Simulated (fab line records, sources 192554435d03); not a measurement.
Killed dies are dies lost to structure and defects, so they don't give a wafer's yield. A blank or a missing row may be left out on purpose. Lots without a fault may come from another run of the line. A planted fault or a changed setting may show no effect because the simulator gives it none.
Problem report in the 8D (eight disciplines) form, filled by code | flow n5_finfet | the parts of the form that need people (team, actions taken, sign-off) are left out

1. THE PROBLEM
killed_at_M4_up at N5_PASSIVATION_PROBE_49 reads a mean of 113 on 1 wafer of 1 lot; wafers without a fault read 15 with a standard deviation of 5.8. That is +17 standard deviations from the usual mean.
First seen on wafer L125.2, day 15 11:27, on prober-01. The record holds 15 wafers of 5 lots with a number at this step. Rule for "out", or "out of limits": more than 4 standard deviations from the usual mean. The other wafers with a number count as sound.

2. WHAT IT IS AND WHAT IT IS NOT
question                    | is                                                                                                   | is not
which readings at this step | killed_at_M4_up, defect_limited_yield, killed_dies, sort_bin_5_function, sort_n_pass, sort_yield_pct | killed_at_M0_to_M3, killed_at_contacts, killed_at_front_end, killed_at_other, killed_open, killed_short
which lots                  | L125                                                                                                 | L119, L131, L137, L139
which wafers of those lots  | L125.2                                                                                               | L125.1, L125.5
read on which tools         | prober-01                                                                                            | prober-02
when                        | from day 15 11:27                                                                                    | up to then (4 sound wafers); but 10 sound wafers of L125, L131, L137, L139 came after

3. SUSPECTS, AND WHAT RULES EACH OUT
Counting: a tool at a process step up to the reading stays a suspect if it ran every lot that is out. Sound lots after the first of them don't rule it out here, since some wafers of a struck lot are sound.
- pvd_sputter-02 at N5_BEOL_M8_HM_DEP_02 (deposits TiN, target thk 20 nm): kept. It ran the lot that is out, L125 (day 12 06:08); its last sound lot up to then is L119 (day 10 21:10).
- rie_diel-03 at N5_BEOL_M8_DESCUM_33 (chemistry O2, time 7 s): kept. It ran the lot that is out, L125 (day 12 08:35).
- rie_diel-03 at N5_BEOL_M8_STRIP_80 (strips in N2/H2, time 10 s): kept. It ran the lot that is out, L125 (day 15 11:24). N5_BEOL_M8_STRIP_80 gives no start for some lots, so the hours and the order of its lots are those of N5_PASSIVATION_PROBE_49.
- prober-01 at N5_PASSIVATION_PROBE_49: kept. It ran the lot that is out, L125 (day 15 11:24); its last sound lot up to then is L119 (day 13 21:22). Its own readings are out on those wafers: defect_limited_yield, killed_at_M4_up, killed_dies, sort_bin_5_function, sort_n_pass, sort_yield_pct.
- Within rie_diel-03 at N5_BEOL_M8_DESCUM_33: the wafers that are out ran in chamber 2; their sound lot-mates ran in chambers 1, 3.
- Within rie_diel-03 at N5_BEOL_M8_STRIP_80: the wafers that are out ran in chamber 2; their sound lot-mates ran in chambers 1, 3.
Left after counting: pvd_sputter-02 at N5_BEOL_M8_HM_DEP_02, rie_diel-03 at N5_BEOL_M8_DESCUM_33, rie_diel-03 at N5_BEOL_M8_STRIP_80, prober-01 at N5_PASSIVATION_PROBE_49.

4. THE CAUSE (what the simulator had put in)
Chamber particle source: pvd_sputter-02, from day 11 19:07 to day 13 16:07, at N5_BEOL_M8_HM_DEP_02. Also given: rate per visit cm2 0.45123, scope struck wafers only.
Counting left 4 suspects, and this tool is among them.

5. THE CHAIN OF EFFECTS, in route order
Each row: a reading whose mean over the struck wafers that have a number lies more than 3 standard deviations from the usual. Only readings for which the record gives a usual standard deviation are gone through. hours: the time from each lot's start at the first step in this table that gives one to its start at this step, as a median over the lots. sigmas: the change in usual standard deviations.
hours | step                    | reading              | usual  | on struck wafers | change | sigmas
0     | N5_BEOL_M8_INSPECT_30   | raw_defect_count     | 419    | 701              | +282   | +3.0
76    | N5_PASSIVATION_PROBE_49 | defect_limited_yield | 91.1 % | 83.0             | -8.1   | -5.8
76    | N5_PASSIVATION_PROBE_49 | killed_at_M4_up      | 15     | 113              | +98    | +17
76    | N5_PASSIVATION_PROBE_49 | killed_dies          | 105    | 201              | +96    | +6.0
76    | N5_PASSIVATION_PROBE_49 | sort_bin_5_function  | 5.2 %  | 10.8             | +5.6   | +6.4
76    | N5_PASSIVATION_PROBE_49 | sort_n_pass          | 1075   | 979              | -96    | -6.0
76    | N5_PASSIVATION_PROBE_49 | sort_yield_pct       | 91.1 % | 83.0             | -8.1   | -5.8
The process steps in it:
- N5_PASSIVATION_PROBE_49

6. WHAT WOULD HAVE CAUGHT IT SOONER
In this record the first reading out of limits was taken at day 15 11:27, 88 hours after the fault began at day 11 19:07.
Of the tool readings at N5_BEOL_M8_HM_DEP_02 for which the record gives a usual standard deviation, none was out on any struck wafer, so an alarm limit of 4 standard deviations on them would not have fired.
All the lots that are out (1) had begun N5_BEOL_M8_HM_DEP_02 on pvd_sputter-02 by day 15 11:27. A hold on the tool at that time would have spared none of them.
